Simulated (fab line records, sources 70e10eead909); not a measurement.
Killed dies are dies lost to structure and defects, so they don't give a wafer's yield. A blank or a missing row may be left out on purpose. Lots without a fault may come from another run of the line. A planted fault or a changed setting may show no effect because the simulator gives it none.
fab line records | flow nand_harc
record lots=22 wafers=66 last_day=33
route steps=1302 shown A_STAIRCASE@705
lots that met no fault: from a run of the same line without faults
start_h: hours from the record's first day to the start of the lot's first wafer shown | wait_h: hours since the lot's step before | " the same as in the row above | L1.1+2: a row that stands for several wafers | - no value, or no start given | * or withheld: withheld | < > ~ a bound
route shown NAME@n: a module of which the file shows steps, and the number in the route of the first | usual: mean/standard deviation of fault-free wafers | same: alike in all rows | chamber/n: place in a boat | sites: the reading at each site | _std_site: their standard deviation | _edge_site: outer sites' mean less inner sites' | radius_mm: how far each site lies from the wafer's centre | mask NAME#n: copy n | behind: the tool/chamber that last shaped the wafer | hold: why the lot was held/for how many hours/how that ended | device: the transistor (n, p or np) that didn't switch | end of line: the same wafers' tests at the end of the route | a step without rows: its recipe alone | killed: dies lost to structure and defects at the first sort, not the wafer's yield | map: a wafer's dies, x killed, . not, _ none there
set.NAME: the setting as run; set.NAME@STEP: as run at that earlier step | model.NAME: the simulator's own value behind a step, which no gauge read
steps of the route over a sample of lots; a table a step, a row a wafer
services: from which hour (start_h, from the record's first day; less than 0 if before it) a tool's chamber was out of use, for how many hours, and why
## steps
# step NHARC_A_STAIRCASE_TRIM_191
# recipe time_s=211.2 o2_flow_sccm=500 ar_flow_sccm=0 bias_w=0 chemistry=O2
# usual drypump_motor_current_A=5.9/0.39 o2_flow_sccm=499.9/1.6 oes_product_au=0.997/0.01 rf_vpp_V=57.9/0.95 showerhead_plenum_p_Torr=3.55/0.15 throttle_valve_pct=17.038/0.0086
# same bias_w=0
# columns lot.wafer tool chamber start_h wait_h drypump_motor_current_A o2_flow_sccm oes_product_au rf_hours_counter_h rf_vpp_V showerhead_plenum_p_Torr throttle_valve_pct
L074.1 rie_diel-04 0 - - 6.2 500.0 0.996 62 58.0 3.29 17.046
L074.2 " 1 " " 5.9 500.4 0.992 53 58.1 3.49 17.050
L074.5 " 0 " " 6.2 501.3 0.992 - 55.7 3.29 17.029
L075.4 rie_diel-07 3 - - 5.0 502.0 0.998 17 56.2 3.65 17.029
L075.2 " 2 " " 6.2 499.3 0.987 17 59.0 3.67 17.042
L075.5 " 3 " " 4.9 499.7 1.009 - 57.5 3.65 17.053
L076.3 rie_diel-04 0 - - 6.2 497.9 0.999 1 58.6 3.81 17.051
L076.4 " 3 " " 6.1 498.7 0.994 1 58.4 3.56 17.036
L076.5 " 1 " " 5.9 503.3 1.005 - 58.7 3.49 17.042
L078.1 rie_diel-04 1 - - 5.9 500.5 1.007 9 58.2 3.49 17.055
L078.2 " 2 " " 5.6 499.1 1.002 9 58.2 3.31 17.041
L078.5 " 2 " " 5.6 502.7 0.991 - 56.6 3.31 17.037
L079.3 rie_diel-08 2 - - 5.6 500.1 1.008 9 58.8 3.55 17.045
L079.1 " 0 " " 6.2 500.1 1.017 7 57.9 3.57 17.036
L079.4 " 1 " " 5.9 500.3 1.005 7 58.7 3.77 17.044
L080.3 rie_diel-07 3 - - 5.0 498.8 1.002 38 57.3 3.64 17.051
L080.5 " 3 " " 4.9 498.2 0.989 - 59.0 3.64 17.037
L080.6 " 0 " " 6.3 499.8 0.988 - 59.3 3.38 17.045
L081.1 rie_diel-07 0 - - 6.3 500.1 0.991 38 57.2 3.38 17.032
L081.3 " 1 " " 5.9 500.3 0.982 38 58.4 3.48 17.061
L081.2 " 2 " " 6.1 499.2 0.985 38 59.0 3.66 17.050
L082.3 rie_diel-04 3 - - 6.2 496.9 0.998 21 58.0 3.55 17.034
L082.4 " 0 " " 6.2 499.4 0.984 19 57.2 3.80 17.030
L082.5 " 3 " " 6.2 498.1 0.995 - 57.2 3.55 17.038
L083.2 rie_diel-07 2 - - 6.2 499.5 0.984 45 58.7 3.66 17.047
L083.6 " 2 " " 6.2 500.3 0.982 - 56.9 3.66 17.052
L083.4 " 1 " " 5.9 497.8 0.978 - 58.0 3.48 17.036
L084.4 rie_diel-07 3 - - 4.9 498.2 0.981 53 57.2 3.63 17.038
L084.2 " 0 " " 6.3 499.5 0.988 56 56.7 3.37 17.026
L084.6 " 3 " " 4.9 499.0 0.997 - 58.1 3.63 17.033
L085.4 rie_diel-04 3 - - 6.2 502.5 0.983 30 59.3 3.55 17.024
L085.5 " 2 " " 5.6 499.2 1.007 - 56.0 3.30 17.036
L085.6 " 3 " " 6.2 498.8 0.983 - 58.0 3.55 17.058
L086.4 rie_diel-08 2 - - 5.7 498.4 0.998 32 57.1 3.54 17.034
L086.3 " 0 " " 6.2 500.2 1.012 33 57.4 3.56 17.035
L086.6 " 2 " " 5.7 497.5 1.008 - 58.7 3.54 17.034
L087.2 rie_diel-07 2 - - 6.1 500.3 0.998 1 57.4 3.65 17.047
L087.5 " 3 " " 4.9 500.6 0.989 - 58.4 3.62 17.034
L087.6 " 0 " " 6.4 500.7 1.002 - 57.6 3.37 17.038
L089.3 rie_diel-08 3 - - 5.8 498.2 0.999 48 58.8 3.76 17.045
L089.1 " 0 " " 6.3 501.3 1.018 41 58.3 3.55 17.038
L089.6 " 3 " " 5.8 500.9 0.993 - 58.7 3.76 17.055
L088.1 rie_diel-08 3 - - 5.8 501.5 0.996 49 57.3 3.76 17.044
L088.4 " 0 " " 6.2 497.2 1.015 42 59.0 3.55 17.042
L088.5 " 0 " " 6.2 498.5 1.014 - 56.5 3.55 17.037
L090.3 rie_diel-07 0 - - 6.3 499.0 0.989 11 57.9 3.36 17.034
L090.4 " 2 " " 6.1 501.1 0.998 8 57.5 3.65 17.039
L090.5 " 3 " " 4.9 498.2 0.986 - 55.9 3.62 17.042
L092.1 rie_diel-04 1 - - 5.9 499.3 1.017 49 57.1 3.47 17.055
L092.3 " 2 " " 5.6 502.4 1.009 48 56.5 3.29 17.023
L092.6 " 3 " " 6.1 500.1 0.992 - 58.4 3.53 17.037
L093.3 rie_diel-04 3 - - 6.2 500.0 1.002 0 58.5 3.53 17.039
L093.4 " 0 " " 6.2 500.5 1.001 - 58.9 3.78 17.037
L093.5 " 3 " " 6.1 499.5 0.999 - 56.9 3.53 17.035
L094.2 rie_diel-04 3 - - 6.1 499.2 0.995 5 57.5 3.53 17.039
L094.1 " 1 " " 5.9 500.5 1.014 5 59.2 3.46 17.046
L094.5 " 0 " " 6.2 500.3 0.990 - 57.5 3.77 17.037
L095.3 rie_diel-04 3 - - 6.1 499.8 0.987 10 58.4 3.53 17.037
L095.2 " 1 " " 5.9 501.2 1.002 8 57.4 3.46 17.044
L095.5 " 3 " " 6.2 497.9 0.990 - 57.8 3.53 17.029
L096.3 rie_diel-07 2 - - 6.2 503.2 0.997 36 56.9 3.63 17.036
L096.6 " 0 " " 6.4 503.5 0.998 - 58.5 3.35 17.040
L096.5 " 1 " " 5.9 497.6 0.988 - 55.5 3.45 17.046
L097.3 rie_diel-07 3 - - 5.0 496.4 1.003 37 57.1 3.60 17.036
L097.4 " 0 " " 6.3 497.9 0.999 37 57.6 3.35 17.014
L097.6 " 2 " " 6.1 500.7 1.006 - 57.6 3.63 17.034
# step NHARC_A_STAIRCASE_TRIM_220
# recipe time_s=211.2 o2_flow_sccm=500 ar_flow_sccm=0 bias_w=0 chemistry=O2
# usual drypump_motor_current_A=5.9/0.42 o2_flow_sccm=499.8/1.5 oes_product_au=0.997/0.0094 rf_vpp_V=57.9/1 showerhead_plenum_p_Torr=3.58/0.14 throttle_valve_pct=17.038/0.0084
# same bias_w=0
# columns lot.wafer tool chamber start_h wait_h drypump_motor_current_A o2_flow_sccm oes_product_au rf_hours_counter_h rf_vpp_V showerhead_plenum_p_Torr throttle_valve_pct
L074.2 rie_diel-07 0 358.30 0.2 6.3 499.5 0.979 16 59.0 3.39 17.028
L074.1 " 1 " " 5.9 499.7 0.989 15 57.7 3.49 17.038
L074.5 " 3 " " 5.0 502.2 0.998 - 57.1 3.65 17.032
L075.4 rie_diel-07 3 361.98 0.1 4.9 500.1 1.002 18 57.5 3.65 17.047
L075.2 " 0 " " 6.3 500.6 0.992 17 58.6 3.39 17.040
L075.5 " 3 " " 4.9 498.2 1.004 - 56.2 3.65 17.041
L076.4 rie_diel-07 3 375.46 0.1 4.9 501.4 0.987 23 58.1 3.64 17.050
L076.3 " 2 " " 6.2 498.7 0.988 25 60.5 3.67 17.035
L076.5 " 0 " " 6.3 499.1 0.985 - 56.2 3.39 17.043
L078.2 rie_diel-08 3 400.74 0.1 5.8 500.8 0.995 9 58.2 3.78 17.043
L078.1 " 1 " " 5.9 498.3 1.003 7 56.7 3.77 17.043
L078.5 " 0 " " 6.2 499.3 1.006 - 56.8 3.57 17.038
L079.1 rie_diel-07 0 402.45 0.1 6.3 500.5 0.983 35 56.7 3.38 17.047
L079.4 " 1 " " 5.9 501.1 0.984 35 58.8 3.48 17.036
L079.3 " 2 " " 6.1 499.7 0.993 34 57.7 3.66 17.043
L081.1 rie_diel-07 2 414.54 0.1 6.2 500.5 0.986 38 56.7 3.66 17.038
L081.3 " 3 " " 4.9 498.7 0.993 38 57.9 3.64 17.032
L081.2 " 1 " " 5.9 496.6 0.984 39 56.3 3.48 17.022
L080.3 rie_diel-04 0 415.95 1.6 6.2 503.2 0.990 13 57.1 3.80 17.033
L080.5 " 1 " " 5.9 501.0 1.009 - 57.0 3.49 17.041
L080.6 " 2 " " 5.6 501.9 1.008 - 57.4 3.31 17.052
L082.3 rie_diel-04 2 436.00 0.1 5.6 499.2 1.005 22 58.7 3.31 17.024
L082.4 " 1 " " 5.9 499.7 1.017 20 58.3 3.48 17.032
L082.5 " 3 " " 6.2 500.8 0.986 - 56.2 3.55 17.046
L083.2 rie_diel-08 3 436.31 0.1 5.8 499.8 1.006 24 59.6 3.77 17.047
L083.4 " 1 " " 5.9 499.4 1.000 20 59.4 3.76 17.038
L083.6 " 3 " " 5.8 501.0 0.997 - 57.9 3.77 17.032
L084.2 rie_diel-08 1 462.21 0.1 5.9 497.2 1.009 28 57.5 3.76 17.055
L084.4 " 3 " " 5.8 500.2 0.999 36 56.8 3.76 17.021
L084.6 " 0 " " 6.3 500.6 1.014 - 57.6 3.56 17.037
L085.4 rie_diel-07 2 462.63 0.1 6.2 502.3 0.988 54 58.3 3.65 17.034
L085.5 " 1 " " 5.9 501.3 1.000 - 57.4 3.47 17.041
L085.6 " 2 " " 6.2 500.7 0.995 - 59.3 3.65 17.048
L086.4 rie_diel-08 1 476.43 0.2 5.9 500.7 1.004 32 59.9 3.76 17.042
L086.3 " 2 " " 5.6 495.8 1.000 32 57.4 3.54 17.054
L086.6 " 1 " " 5.9 498.6 0.997 - 59.9 3.76 17.031
L087.2 rie_diel-08 1 496.32 0.1 5.9 500.8 1.012 39 57.8 3.75 17.030
L087.6 " 0 " " 6.2 498.2 1.011 - 58.5 3.56 17.048
L087.5 " 1 " " 5.9 498.6 1.005 - 60.3 3.75 17.028
L089.3 rie_diel-08 2 507.23 0.2 5.6 501.1 1.001 44 58.7 3.53 17.040
L089.1 " 3 " " 5.8 498.2 0.996 50 59.0 3.76 17.046
L089.6 " 2 " " 5.6 500.9 1.011 - 58.5 3.53 17.046
L088.1 rie_diel-07 0 507.57 0.1 6.3 499.5 0.991 7 57.2 3.37 17.039
L088.4 " 2 " " 6.2 499.7 0.997 6 56.7 3.65 17.041
L088.5 " 1 " " 5.9 499.6 0.992 - 58.1 3.47 17.048
L090.3 rie_diel-04 2 519.39 0.1 5.6 500.9 1.013 46 57.7 3.30 17.031
L090.4 " 3 " " 6.1 498.2 0.992 47 56.1 3.54 17.043
L090.5 " 1 " " 5.9 502.5 1.009 - 57.3 3.47 17.034
L092.3 rie_diel-07 2 527.31 0.1 6.1 499.9 0.994 10 58.2 3.64 17.032
L092.1 " 3 " " 4.9 498.5 0.983 11 57.4 3.62 17.030
L092.6 " 2 " " 6.1 499.3 0.985 - 57.6 3.64 17.047
L093.3 rie_diel-04 0 549.95 0.1 6.2 498.3 0.998 2 58.5 3.78 17.041
L093.5 " 3 " " 6.1 500.1 0.996 - 57.8 3.53 17.035
L093.4 " 0 " " 6.2 500.9 0.988 - 58.2 3.78 17.038
L094.2 rie_diel-07 1 563.21 0.1 5.9 500.8 1.000 24 57.2 3.46 17.056
L094.1 " 3 " " 4.9 497.7 0.994 25 58.1 3.61 17.033
L094.5 " 1 " " 5.9 499.6 0.987 - 56.6 3.46 17.037
L095.3 rie_diel-07 1 571.24 0.1 5.9 499.1 0.993 26 56.5 3.46 17.035
L095.2 " 3 " " 4.9 498.4 0.998 27 57.9 3.61 17.055
L095.5 " 2 " " 6.2 500.9 1.002 - 59.5 3.64 17.035
L096.3 rie_diel-07 0 596.15 0.1 6.3 501.0 0.998 37 56.6 3.35 17.027
L096.5 " 2 " " 6.2 500.3 1.000 - 58.9 3.63 17.036
L096.6 " 3 " " 4.9 501.0 0.991 - 58.2 3.60 17.042
L097.4 rie_diel-08 0 596.56 0.1 6.3 495.9 0.996 13 58.6 3.54 17.044
L097.3 " 2 " " 5.6 500.0 1.006 15 57.8 3.51 17.032
L097.6 " 3 " " 5.8 500.3 1.005 - 58.7 3.74 17.041
# step NHARC_A_STAIRCASE_ETCH_234
# recipe target_depth_a=1000 time_s=40.5 ion_energy_ev=400 c4f8_flow_sccm=20 o2_flow_sccm=10 ar_flow_sccm=withheld rf_w=600 bias_w=1000 chemistry=C4F8/O2
# usual bias_w=999.5/2.9 oes_product_au=0.943/0.012 rf_vpp_V=898/5.5
# columns lot.wafer tool chamber start_h wait_h bias_w oes_product_au rf_hours_counter_h rf_vpp_V
L074.2 rie_diel-07 3 - - 1004.5 0.959 18 899
L074.1 " 1 " " 1003.2 0.932 17 896
L074.5 " 2 " " 998.0 0.922 - 902
L075.4 rie_diel-08 0 - - 997.0 0.955 52 899
L075.2 " 3 " " 999.7 0.943 37 905
L075.5 " 0 " " 998.0 0.949 - 899
L076.4 rie_diel-07 3 - - 998.6 0.936 24 901
L076.3 " 1 " " 1000.4 0.941 24 895
L076.5 " 3 " " 1000.7 0.951 - 900
L078.1 rie_diel-08 3 - - 1000.2 0.952 10 906
L078.2 " 0 " " 1000.9 0.946 8 898
L078.5 " 0 " " 999.1 0.951 - 897
L079.3 rie_diel-07 2 - - 1002.4 0.925 36 900
L079.1 " 3 " " 995.7 0.933 36 900
L079.4 " 0 " " 994.5 0.924 37 891
L080.3 rie_diel-04 3 - - 999.8 0.933 16 896
L080.5 " 2 " " 997.1 0.947 - 888
L080.6 " 3 " " 997.8 0.930 - 896
L081.3 rie_diel-07 3 - - 996.7 0.943 41 899
L081.1 " 0 " " 997.0 0.925 44 891
L081.2 " 1 " " 1000.3 0.928 44 894
L082.4 rie_diel-04 1 - - 1002.1 0.956 21 895
L082.3 " 2 " " 1000.5 0.945 22 888
L082.5 " 3 " " 1001.0 0.935 - 896
L083.2 rie_diel-07 3 - - 999.3 0.931 46 898
L083.4 " 1 " " 1003.3 0.919 49 895
L083.6 " 0 " " 1000.5 0.924 - 889
L084.4 rie_diel-08 2 - - 1002.0 0.940 28 897
L084.2 " 3 " " 999.6 0.948 37 905
L084.6 " 1 " " 1001.7 0.950 - 906
L085.4 rie_diel-04 1 - - 991.0 0.943 27 894
L085.5 " 1 " " 992.8 0.939 - 894
L085.6 " 2 " " 1006.8 0.926 - 887
L086.4 rie_diel-08 1 - - 1000.1 0.946 34 904
L086.3 " 3 " " 999.9 0.960 42 905
L086.6 " 0 " " 999.1 0.953 - 896
L087.2 rie_diel-07 0 - - 1000.4 0.949 2 891
L087.6 " 1 " " 996.4 0.952 - 894
L087.5 " 2 " " 999.6 0.946 - 901
L089.1 rie_diel-08 2 - - 999.9 0.957 45 897
L089.3 " 3 " " 999.4 0.930 50 905
L089.6 " 2 " " 1001.6 0.952 - 895
L088.4 rie_diel-04 0 - - 1001.3 0.936 47 905
L088.1 " 1 " " 997.9 0.968 45 893
L088.5 " 1 " " 999.6 0.959 - 894
L090.4 rie_diel-04 3 - - 1000.0 0.923 48 897
L090.3 " 0 " " 999.8 0.919 50 905
L090.5 " 3 " " 995.3 0.919 - 895
L092.3 rie_diel-04 3 - - 1002.6 0.941 52 897
L092.1 " 2 " " 1000.0 0.946 50 886
L092.6 " 3 " " 1002.6 0.940 - 896
L093.4 rie_diel-07 3 - - 1001.1 0.922 19 900
L093.3 " 1 " " 1004.7 0.932 21 892
L093.5 " 3 " " 992.5 0.934 - 898
L094.1 rie_diel-04 2 - - 1001.1 0.950 3 887
L094.2 " 3 " " 997.1 0.930 9 896
L094.5 " 2 " " 997.3 0.950 - 889
L095.2 rie_diel-04 2 - - 994.2 0.948 4 886
L095.3 " 3 " " 998.3 0.948 11 897
L095.5 " 3 " " 998.3 0.950 - 895
L096.3 rie_diel-07 0 - - 994.8 0.946 38 888
L096.6 " 3 " " 999.1 0.938 - 898
L096.5 " 0 " " 993.5 0.946 - 889
L097.3 rie_diel-08 3 - - 1001.0 0.943 13 903
L097.4 " 0 " " 995.7 0.936 13 896
L097.6 " 2 " " 996.3 0.936 - 896
# step NHARC_A_STAIRCASE_ETCH_271
# recipe cf4_flow_sccm=100 chf3_flow_sccm=30 ar_flow_sccm=0 rf_w=500 bias_w=200 chemistry=CF4/CHF3
# usual bias_w=200.1/0.6 drypump_motor_current_A=5.9/0.38 oes_product_au=0.949/0.024 rf_vpp_V=371.3/2.3 showerhead_plenum_p_Torr=1.60/0.062 throttle_valve_pct=16.803/0.0082
# columns lot.wafer tool chamber start_h wait_h bias_w drypump_motor_current_A oes_product_au rf_hours_counter_h rf_vpp_V showerhead_plenum_p_Torr throttle_valve_pct
L074.2 rie_diel-07 2 368.96 0.1 199.9 6.1 0.962 22 373.1 1.64 16.816
L074.1 " 3 " " 200.1 4.9 0.963 21 371.9 1.63 16.811
L074.5 " 2 " " 200.4 6.1 0.964 - 372.7 1.64 16.795
L075.2 rie_diel-07 1 371.45 0.1 200.0 5.9 0.963 22 369.5 1.56 16.790
L075.4 " 3 " " 199.4 4.9 0.965 22 371.7 1.63 16.808
L075.5 " 1 " " 200.0 5.9 0.963 - 369.3 1.56 16.778
L076.3 rie_diel-07 1 384.49 0.1 200.5 5.9 0.925 25 371.1 1.56 16.799
L076.4 " 2 " " 199.2 6.1 0.924 27 373.0 1.64 16.801
L076.5 " 2 " " 200.6 6.1 0.926 - 373.6 1.64 16.799
L078.1 rie_diel-04 0 410.27 0.1 199.2 6.2 0.975 12 373.7 1.70 16.796
L078.2 " 1 " " 200.2 5.9 0.971 12 369.4 1.56 16.807
L078.5 " 2 " " 199.4 5.6 0.965 - 366.0 1.48 16.799
L079.1 rie_diel-04 1 413.84 0.1 199.9 5.9 0.975 13 370.1 1.55 16.808
L079.4 " 2 " " 200.5 5.6 0.965 14 367.8 1.48 16.798
L079.3 " 0 " " 199.4 6.2 0.965 12 375.3 1.70 16.801
L080.3 rie_diel-04 1 423.61 0.1 200.0 5.9 0.979 15 369.1 1.55 16.819
L080.5 " 0 " " 200.7 6.2 0.960 - 373.4 1.70 16.808
L080.6 " 1 " " 200.0 5.9 0.982 - 369.2 1.55 16.797
L081.3 rie_diel-08 3 427.25 0.1 200.1 5.8 0.939 20 373.6 1.68 16.805
L081.2 " 0 " " 200.8 6.2 0.940 18 370.0 1.59 16.792
L081.1 " 2 " " 199.2 5.6 0.928 12 371.1 1.58 16.799
L082.4 rie_diel-07 3 444.02 0.1 199.4 4.9 0.965 47 371.7 1.62 16.794
L082.3 " 2 " " 199.9 6.1 0.955 46 373.1 1.63 16.792
L082.5 " 0 " " 199.4 6.3 0.973 - 367.6 1.50 16.792
L083.4 rie_diel-04 3 445.66 0.1 199.5 6.1 0.948 23 370.9 1.58 16.790
L083.2 " 2 " " 199.1 5.6 0.960 23 367.1 1.47 16.789
L083.6 " 3 " " 201.0 6.1 0.953 - 370.5 1.58 16.808
L084.2 rie_diel-07 1 469.76 0.1 200.1 5.9 0.944 58 369.4 1.55 16.789
L084.4 " 2 " " 200.4 6.2 0.953 - 373.7 1.63 16.810
L084.6 " 1 " " 199.5 5.9 0.946 - 370.4 1.55 16.807
L085.4 rie_diel-08 2 471.35 0.1 201.1 5.6 0.994 30 369.7 1.58 16.803
L085.5 " 1 " " 200.2 5.9 0.970 - 374.1 1.68 16.805
L085.6 " 2 " " 200.8 5.6 0.974 - 372.2 1.58 16.809
L086.3 rie_diel-08 1 492.06 0.1 200.1 5.9 0.967 38 373.9 1.68 16.804
L086.4 " 0 " " 199.4 6.2 0.975 37 371.5 1.59 16.809
L086.6 " 1 " " 199.4 5.9 0.957 - 374.4 1.68 16.797
L087.2 rie_diel-07 0 507.78 0.1 200.4 6.4 0.918 8 367.8 1.50 16.810
L087.6 " 3 " " 199.0 4.9 0.920 - 372.7 1.61 16.805
L087.5 " 0 " " 200.4 6.3 0.934 - 369.2 1.50 16.793
L089.1 rie_diel-04 0 515.31 0.1 200.2 6.2 0.950 47 373.3 1.69 16.807
L089.3 " 1 " " 200.3 5.9 0.967 45 369.8 1.55 16.814
L089.6 " 3 " " 199.5 6.1 0.935 - 370.7 1.58 16.802
L088.1 rie_diel-08 3 516.18 0.1 201.2 5.8 0.968 51 375.2 1.68 16.810
L088.4 " 1 " " 200.1 5.9 0.960 47 373.8 1.67 16.808
L088.5 " 3 " " 201.3 5.8 0.980 - 374.2 1.68 16.804
L090.4 rie_diel-07 2 530.38 0.1 199.1 6.1 0.961 11 372.6 1.63 16.790
L090.3 " 3 " " 199.7 4.9 0.968 12 372.1 1.61 16.807
L090.5 " 1 " " 199.4 5.9 0.960 - 369.6 1.54 16.803
L092.1 rie_diel-07 0 534.90 0.1 201.3 6.3 0.912 15 369.0 1.50 16.816
L092.3 " 3 " " 200.2 4.9 0.918 13 370.9 1.61 16.799
L092.6 " 1 " " 199.3 5.9 0.915 - 369.8 1.54 16.800
L093.4 rie_diel-07 1 561.43 0.1 200.9 5.9 0.926 23 369.0 1.54 16.795
L093.3 " 2 " " 200.7 6.1 0.920 22 372.7 1.62 16.803
L093.5 " 1 " " 199.2 5.9 0.932 - 370.1 1.54 16.807
L094.1 rie_diel-08 1 570.78 0.1 200.3 5.9 0.968 3 372.5 1.67 16.805
L094.2 " 3 " " 200.8 5.8 0.969 3 372.9 1.67 16.807
L094.5 " 2 " " 200.3 5.6 0.950 - 371.2 1.57 16.799
L095.2 rie_diel-08 0 578.92 0.2 199.2 6.3 0.915 8 369.8 1.58 16.817
L095.3 " 2 " " 200.5 5.6 0.914 7 369.3 1.57 16.807
L095.5 " 0 " " 199.4 6.2 0.915 - 369.2 1.58 16.818
L096.3 rie_diel-08 2 603.80 0.1 200.6 5.6 0.932 16 370.0 1.57 16.803
L096.6 " 3 " " 199.6 5.8 0.917 - 373.2 1.67 16.800
L096.5 " 0 " " 199.2 6.2 0.920 - 370.3 1.58 16.798
L097.4 rie_diel-08 2 607.04 0.1 199.9 5.6 0.924 17 369.9 1.57 16.800
L097.3 " 0 " " 201.7 6.3 0.915 15 371.5 1.58 16.809
L097.6 " 3 " " 199.7 5.7 0.932 - 372.5 1.67 16.794
# step NHARC_A_STAIRCASE_ALD_420
# recipe target_thk_a=200 pulse_time_s=6 ald_cycles=200 temp_c=300 material=SiO2
# usual heater_power_outer_w=273/25 heater_power_w=483/39 precursor_pulse_height_rel=1.000/0.02
# columns lot.wafer tool chamber start_h wait_h heater_power_outer_w heater_power_w precursor_pulse_height_rel
L074.1 ald_hk-01 1 390.41 0.1 230 451 1.010
L074.2 " 0 " " 293 505 0.975
L074.5 " 2 " " 264 467 1.002
L075.2 ald_hk-02 1 399.36 - 262 480 0.997
L075.4 " 2 " " 280 488 0.993
L075.5 " 3 " " 265 473 1.007
L076.4 ald_hk-02 3 408.06 0.3 264 468 1.009
L076.3 " 1 " " 259 487 1.001
L076.5 " 3 " " 270 465 0.984
L078.2 ald_hk-01 3 432.18 - 308 532 0.990
L078.1 " 0 " " 296 516 1.023
L078.5 " 3 " " 312 536 1.027
L079.1 ald_hk-02 1 435.88 - 260 487 1.006
L079.3 " 2 " " 282 492 1.014
L079.4 " 3 " " 266 478 1.012
L081.1 ald_hk-02 0 448.90 - 289 524 0.981
L081.3 " 1 " " 269 486 0.990
L081.2 " 3 " " 262 472 0.991
L080.3 ald_hk-01 1 449.37 - 234 438 0.984
L080.6 " 2 " " 265 457 1.042
L080.5 " 3 " " 319 525 0.994
L083.4 ald_hk-02 3 463.92 - 266 472 1.007
L083.2 " 2 " " 284 479 0.989
L083.6 " 0 " " 288 518 0.970
L082.4 ald_hk-04 2 467.67 - 264 447 1.015
L082.3 " 0 " " 307 524 0.972
L082.5 " 2 " " 260 442 1.026
L084.2 ald_hk-02 2 489.70 - 292 493 1.016
L084.4 " 3 " " 264 471 0.973
L084.6 " 0 " " 287 532 1.034
L085.4 ald_hk-01 0 493.33 - 310 546 0.999
L085.5 " 2 " " 249 439 0.987
L085.6 " 3 " " 308 523 1.021
L086.3 ald_hk-02 0 513.60 - 288 527 0.972
L086.4 " 1 " " 265 497 0.995
L086.6 " 2 " " 287 477 1.002
L087.2 ald_hk-02 0 526.33 - 304 541 0.969
L087.5 " 2 " " 285 494 1.005
L087.6 " 3 " " 267 466 1.004
L088.4 ald_hk-04 2 539.72 - 256 445 0.991
L088.1 " 0 " " 319 523 1.021
L088.5 " 1 " " 217 376 1.008
L089.3 ald_hk-02 0 543.26 0.1 288 516 0.989
L089.1 " 1 " " 271 502 1.030
L089.6 " 0 " " 285 518 0.984
L090.3 ald_hk-02 1 552.02 - 276 496 0.987
L090.4 " 2 " " 285 488 0.987
L090.5 " 0 " " 277 533 1.038
L092.3 ald_hk-02 2 555.05 - 295 483 0.980
L092.1 " 3 " " 255 449 1.041
L092.6 " 0 " " 279 503 1.036
L093.3 ald_hk-02 1 581.95 - 279 501 1.011
L093.4 " 2 " " 302 504 1.014
L093.5 " 2 " " 289 488 0.948
L094.1 ald_hk-04 2 591.78 - 258 460 0.983
L094.2 " 3 " " 265 445 0.997
L094.5 " 2 " " 256 444 0.994
L095.2 ald_hk-01 0 600.06 - 311 536 1.030
L095.3 " 1 " " 236 442 0.969
L095.5 " 1 " " 231 439 1.004
L096.3 ald_hk-04 0 625.62 - 295 490 1.012
L096.5 " 0 " " 299 505 0.970
L096.6 " 1 " " 229 401 1.021
L097.3 ald_hk-01 0 628.82 - 309 563 0.973
L097.4 " 2 " " 256 456 0.984
L097.6 " 0 " " 317 546 1.003
# step NHARC_A_STAIRCASE_CMP_450
# recipe target_thk_nm=200 material=SiO2
# usual motor_current_A=11.6/1.5
# columns lot.wafer tool chamber start_h wait_h motor_current_A
L074.1 cmp-04 1 431.75 - 11.1
L074.2 " 3 " " 13.4
L074.5 " 2 " " 10.1
L075.2 cmp-04 3 449.51 - 14.2
L075.4 " 1 " " 10.3
L075.5 " 0 " " 10.4
L076.3 cmp-02 0 452.41 - 10.8
L076.4 " 1 " " 10.0
L076.5 " 3 " " 13.1
L079.1 cmp-03 1 471.81 - 10.5
L079.4 " 2 " " 12.1
L079.3 " 0 " " 13.4
L078.2 cmp-04 1 471.98 - 10.5
L078.1 " 3 " " 13.6
L078.5 " 2 " " 9.6
L080.3 cmp-03 1 489.09 - 10.8
L080.6 " 1 " " 11.0
L080.5 " 2 " " 11.7
L081.3 cmp-04 1 489.13 - 11.0
L081.1 " 2 " " 9.6
L081.2 " 3 " " 13.6
L082.3 cmp-02 1 507.22 - 10.4
L082.4 " 0 " " 10.6
L082.5 " 2 " " 13.8
L083.4 cmp-03 1 507.48 - 11.2
L083.2 " 0 " " 13.4
L083.6 " 1 " " 10.6
L084.4 cmp-03 2 536.38 - 11.5
L084.2 " 1 " " 11.1
L084.6 " 2 " " 11.8
L085.4 cmp-02 0 539.24 - 11.4
L085.6 " 2 " " 13.6
L085.5 " 3 " " 13.3
L086.4 cmp-03 0 558.54 - 13.6
L086.3 " 1 " " 10.1
L086.6 " 0 " " 13.9
L087.2 cmp-03 0 566.10 - 13.3
L087.6 " 3 " " 11.0
L087.5 " 0 " " 13.9
L089.3 cmp-02 0 578.77 - 10.5
L089.1 " 1 " " 10.0
L089.6 " 0 " " 11.4
L088.1 cmp-03 1 578.93 - 10.8
L088.4 " 3 " " 10.8
L088.5 " 1 " " 10.4
L090.4 cmp-04 1 590.56 - 10.9
L090.3 " 2 " " 9.4
L090.5 " 1 " " 11.1
L092.1 cmp-03 2 591.17 - 11.7
L092.3 " 3 " " 10.9
L092.6 " 2 " " 11.6
L093.3 cmp-02 3 619.70 - 13.7
L093.4 " 1 " " 9.9
L093.5 " 3 " " 13.1
L094.1 cmp-04 3 630.44 - 14.0
L094.2 " 1 " " 10.8
L094.5 " 2 " " 9.1
L095.2 cmp-04 1 640.38 - 11.5
L095.3 " 2 " " 10.1
L095.5 " 1 " " 11.0
L096.3 cmp-02 3 665.28 - 13.3
L096.6 " 1 " " 10.2
L096.5 " 2 " " 13.4
L097.4 cmp-03 2 671.48 - 11.7
L097.3 " 3 " " 11.0
L097.6 " 1 " " 10.4
## services
# columns tool chamber start_h hours kind
rie_diel-04 2 338.78 6.7 repair
ald_hk-02 - 348.72 10.0 pm
cmp-03 - 353.46 0.5 repair
cmp-03 - 354.48 1.9 repair
rie_diel-04 - 357.44 9.0 pm
cmp-03 - 358.13 4.0 pm
rie_diel-08 - 368.00 9.0 pm
cmp-03 - 369.44 3.2 repair
rie_diel-08 2 400.04 4.7 repair
rie_diel-08 - 404.81 0.3 repair
cmp-03 - 456.13 4.0 pm
rie_diel-07 - 473.84 9.0 pm
cmp-03 - 484.04 2.1 repair
rie_diel-08 3 509.73 6.1 repair
rie_diel-04 - 534.44 9.0 pm
rie_diel-08 - 545.00 9.0 pm
cmp-03 - 554.13 4.0 pm
rie_diel-04 1 581.89 3.3 repair
rie_diel-08 3 607.24 8.4 repair
rie_diel-04 - 615.40 0.6 repair
rie_diel-04 0 642.90 5.8 repair
cmp-03 - 647.62 2.3 repair
rie_diel-07 - 651.66 9.0 pm
cmp-03 - 652.13 4.0 pm
## key
fault none
